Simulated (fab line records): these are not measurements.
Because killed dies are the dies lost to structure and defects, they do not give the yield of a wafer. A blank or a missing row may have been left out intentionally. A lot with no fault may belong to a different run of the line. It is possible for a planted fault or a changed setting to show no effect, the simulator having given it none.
A lot that was struck, set against a sound lot || flow n5Finfet || 14 out of 1938 route steps
Sound: the wafers L414.2, L414.4, L414.6. Struck: wafer L432.3. (L432.5 of the same lot was not struck and is left out.) The cause comes at the end.
Order at every step that has rows: each side's tool, ch and its chambers, its first start. Under that, the readings that differ: sound wafers || struck wafers || difference of the means || sigmas: that difference in standard deviations of wafers without a fault.
alike: a reading whose means differ by less than 2 such deviations, as well as words and numbers matching on both sides. not compared: withheld readings; readings where some wafer has no value; bounds like >300 that might hide an equal value; numbers whose values overlap and for which the record gives no deviation.
The two part at a step that has a row with sigmas, a row that says differs or no value, or rows on one side only. Numbers that don't overlap but have no deviation are shown without sigmas and don't part them. A reading missing from all wafers of one side parts the sides only when that side holds two or more wafers.

N5_BEOL_M7_CURE_75: cures SiCOH lowk, time 120 s.
  sound on uvCure-03 ch 0, day 9 19:27; struck on uvCure-02 ch 0, day 16 01:44
  alike: lampPowerPct, wafer_temp_C_max
N5_BEOL_M7_DEGAS_44: time 60 s.
  sound on pvdSputter-02, day 9 20:04; struck on pvdSputter-02, day 16 02:31
  alike: heaterPowerW
N5_BEOL_M7_PRE_CLEAN_45: time 30 s.
  sound on pvdSputter-02, day 9 20:06; struck on pvdSputter-02, day 16 02:34
  alike: heaterPowerW
then, 1 step without rows for these wafers: N5_BEOL_M7_ALD_77 (deposits TaN, target thk 2 nm, pulse time 2 s, purge time 3 s).
N5_BEOL_M7_SURFACE_TREAT_79:
  sound on pvdSputter-01, day 9 20:46; struck on pvdSputter-02, day 16 02:59
  not compared: throttleValvePct
then, 1 step without rows for these wafers: N5_BEOL_M7_CVD_78 (deposits Co from CCTBA/H2, target thk 2 nm, time 142.3 s).
N5_BEOL_M7_SPUTTER_48: material Cu, target thk 10 nm, time 1.667 s.
  sound on pvdSputter-02, day 9 22:36; struck on pvdSputter-01, day 16 03:28
  alike: throttleValvePct
then, 3 steps without rows for these wafers: N5_BEOL_M7_ECD_50 (material Cu, target thk 300 nm); N5_BEOL_M7_ANNEAL_51 (time 90 s); N5_BEOL_M7_CMP_52 (polishes, stops on SiCOH lowk, t overpolish 6.9 s, target thk 80 nm).
N5_BEOL_M7_THK_MEAS_53: measures by xrf.
  sound on filmMetro-02, day 9 23:32; struck on filmMetro-01, day 16 04:41
  alike: M7_THK
then, 1 step without rows for these wafers: N5_BEOL_M7_PRE_CLEAN_55 (time 15 s).
N5_BEOL_M7_DEP_56: deposits SiCN from 3MS/NH3, target thk 10 nm, time 17.5 s.
  sound on pecvd-01 ch 0,1, day 9 23:37; struck on pecvd-04 ch 0, day 16 04:45
{"reading": "model.SiCN_of_BEOL_M7_DEP_56.thkNm (nm)", "sound": "10 10.2 10", "struck": 8.2, "difference": -1.9, "sigmas": ""}
  alike: showerheadPlenumPTorr, throttleValvePct
  not compared: sinceWetCleanH
N5_BEOL_M7_RS_MEAS_57: measurement is done with a four-point probe.
  sound on filmMetro-01, day 9 23:42; struck on filmMetro-02, day 16 04:49
  alike: M7_RS

## WHERE THEY PART
Nowhere in this record.

WHY: whatever the simulator had introduced
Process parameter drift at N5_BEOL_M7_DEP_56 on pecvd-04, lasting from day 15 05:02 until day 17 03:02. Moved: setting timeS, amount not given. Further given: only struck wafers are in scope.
